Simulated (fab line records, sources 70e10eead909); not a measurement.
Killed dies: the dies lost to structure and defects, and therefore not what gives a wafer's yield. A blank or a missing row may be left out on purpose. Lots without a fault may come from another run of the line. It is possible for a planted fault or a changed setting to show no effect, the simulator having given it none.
A struck lot beside a sound one -- flow nand_harc -- 15 out of 1159 route steps
Sound: these wafers, L993.1, L993.4, L993.6. Struck: wafers L981.2, L981.4, L981.6. At the end, the cause is stated.
Per side, at each step with rows, come the tool, then ch with its chambers, and then its first start. Under that, the readings that differ: sound wafers -- struck wafers -- difference of the means -- sigmas: that difference in standard deviations of wafers without a fault.
alike: readings whose means differ by less than 2 such deviations, and words and numbers that are the same on both sides. not compared: withheld readings, readings that some wafer has no value for, bounds like >300 that may hide the same value, and numbers for which the record gives no deviation and whose values overlap.
Wherever a step has rows on one side only, a row that says differs or no value, or a row with sigmas, the two part there. Numbers that don't overlap but have no deviation are shown without sigmas and don't part them. A reading missing from all wafers of one side parts the sides only when that side holds two or more wafers.

NHARC_A_CONTACT_INSPECT_10:
  sound: defect_inspect-01 at day 21 17:32; struck: defect_inspect-01 at day 19 09:32
  alike: raw_defect_count
then, 1 step without rows for these wafers: NHARC_A_CONTACT_DESCUM_13 (chemistry O2, time 3 s).
NHARC_A_CONTACT_ETCH_88: etches the open film in CF4, target depth 39 nm, time 65 s.
  sound on rie_diel-13 ch 2,3, day 21 17:41; struck on rie_diel-13 ch 2,3, day 19 09:40
reading,sound,struck,difference,sigmas
rf_vpp_V (V),151.7 154.0 153.4,149.0 151.4 148.1,-3.5,-3
  alike: bias_w, cf4_flow_sccm, drypump_motor_current_A, oes_product_au, showerhead_plenum_p_Torr, throttle_valve_pct
  not compared: rf_hours_counter_h
NHARC_A_CONTACT_ETCH_89: etches the open film in N2/H2, target depth 260 nm, time 475.3 s.
  sound on rie_diel-13 ch 0,2,3; struck on rie_diel-13 ch 1,3
  alike: bias_w, chamber_pressure_mTorr, drypump_motor_current_A, h2_flow_sccm, oes_product_au, rf_vpp_V, showerhead_plenum_p_Torr, throttle_valve_pct
  not compared: rf_hours_counter_h
then, 2 steps without rows for these wafers: NHARC_A_CONTACT_ETCH_30 (etches the open film in CF4/CHF3, target depth 60.5 nm, time 30.2 s); NHARC_A_CONTACT_ETCH_31 (etches the open film in O2/COS, target depth 2000 nm, time 520 s).
NHARC_A_CONTACT_ETCH_134: etches the open film in C4F8/O2/Ar, time 140 s, target depth 700 nm.
  sound on har_cap_etch-02 ch 0,1, day 21 18:41; struck on har_cap_etch-01 ch 0,1, day 19 10:35
  alike: chamber_pressure_mTorr, oes_air_line_au
  not compared: rf_hours_counter_h
NHARC_A_CONTACT_ETCH_135: etches the open film in C4F8/O2/Ar, time 132 s, target depth 1287 nm.
  sound on har_cap_etch-02 ch 0,1, day 21 18:53; struck on har_cap_etch-01 ch 0,1, day 19 10:47
  alike: chamber_pressure_mTorr, oes_air_line_au
  not compared: rf_hours_counter_h
then, 2 steps without rows for these wafers: NHARC_A_CONTACT_ETCH_136 (etches the open film in C4F8/O2/Ar, time 132 s, target depth 1287 nm); NHARC_A_CONTACT_ETCH_137 (etches the open film in C4F8/O2/Ar, time 132 s, target depth 1287 nm).
NHARC_A_CONTACT_ETCH_138: etches the open film in C4F8/O2/Ar, time 132 s, target depth 1289 nm.
  sound on har_cap_etch-02 ch 0,1, day 21 19:15; struck on har_cap_etch-01 ch 0,1, day 19 11:09
  alike: chamber_pressure_mTorr, oes_air_line_au
  not compared: rf_hours_counter_h
then, 1 step without rows for these wafers: NHARC_A_CONTACT_ETCH_139 (etches the open film in C4F8/O2/Ar, time 137 s, target depth 590 nm).
NHARC_A_CONTACT_ETCH_92: etches the open film in CH3F/O2, target depth 40 nm, time 85.7 s.
  sound on rie_diel-03 ch 1,2,3, day 21 19:49; struck on rie_diel-03 ch 0,3, day 19 11:41
  no value came back on the struck wafers for any of 7 readings (bias_w (W), ch3f_flow_sccm (sccm) and others); on the sound wafers bias_w (W) reads 99.7 99.9 100.2
  not compared: rf_hours_counter_h
then, 1 step without rows for these wafers: NHARC_A_CONTACT_ETCH_98 (etches the open film in C4F6/O2, target depth 20 nm, time 10 s).
-- break in the record here, with 2 days between the starts of the struck wafers on either side (left off in module A_CONTACT, picked up again in module END, where the first step shown is number 1159 on the route) --
NHARC_END_SORT_01:
  only the struck wafers appear in the record here, on prober-01 ch 0 at day 21 18:39; the sound ones have no rows

== WHERE THEY PART ==
Last at NHARC_END_SORT_01 as far as this record goes, first at NHARC_A_CONTACT_ETCH_88.

WHY: the cause the simulator had injected
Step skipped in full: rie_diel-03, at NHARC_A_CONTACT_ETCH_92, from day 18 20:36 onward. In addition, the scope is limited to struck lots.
